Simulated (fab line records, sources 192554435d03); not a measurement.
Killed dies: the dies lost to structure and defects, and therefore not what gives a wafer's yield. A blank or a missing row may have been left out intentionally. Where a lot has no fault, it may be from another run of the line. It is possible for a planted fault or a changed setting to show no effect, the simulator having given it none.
Matching of chambers | flow n5 finfet | rie diel-03 running N5_BEOL_M1_STRIP_19: 4 sister chambers
The step strips in O2. 4 wafers are shown with their chamber, then 7 later ones without.

## WAFERS PAIRED WITH THEIR CHAMBERS
wafer  | chamber | throttle valve pct (%)
L082.1 | 1       | 16.40
L084.1 | 0       | 16.57
L085.1 | 3       | 17.00
L085.2 | 2       | 17.14

## WAFERS MISSING THEIR CHAMBER
wafer  | throttle valve pct (%)
L085.6 | 16.57
L087.1 | 16.58
L087.5 | 17.16
L087.6 | 16.41
L090.1 | 16.59
L090.4 | 17.00
L090.5 | 16.59

## EACH ONE'S CHAMBER
wafer  | from the rows above | in truth
L085.6 | 0                   | 0
L087.1 | 0                   | 0
L087.5 | 2                   | 2
L087.6 | 1                   | 1
L090.1 | 0                   | 0
L090.4 | 3                   | 3
L090.5 | 0                   | 0
7 of 7 placed correctly. Left unplaced by these rows: 0. Wrongly placed: 0.
How it was worked out, from the rows above alone: a wafer's distance from a chamber is the root of the sum, over the readings, of the square of ((its reading less the chamber's mean) divided by the reading's scatter). If the next closest chamber is less than 2 further off than the closest, the wafer can't be placed; otherwise it belongs to the closest. Each chamber's mean is taken over the wafers shown for it. The scatter: root of mean squared gap, hidden wafer to nearest shown wafer, with one shown wafer a chamber.
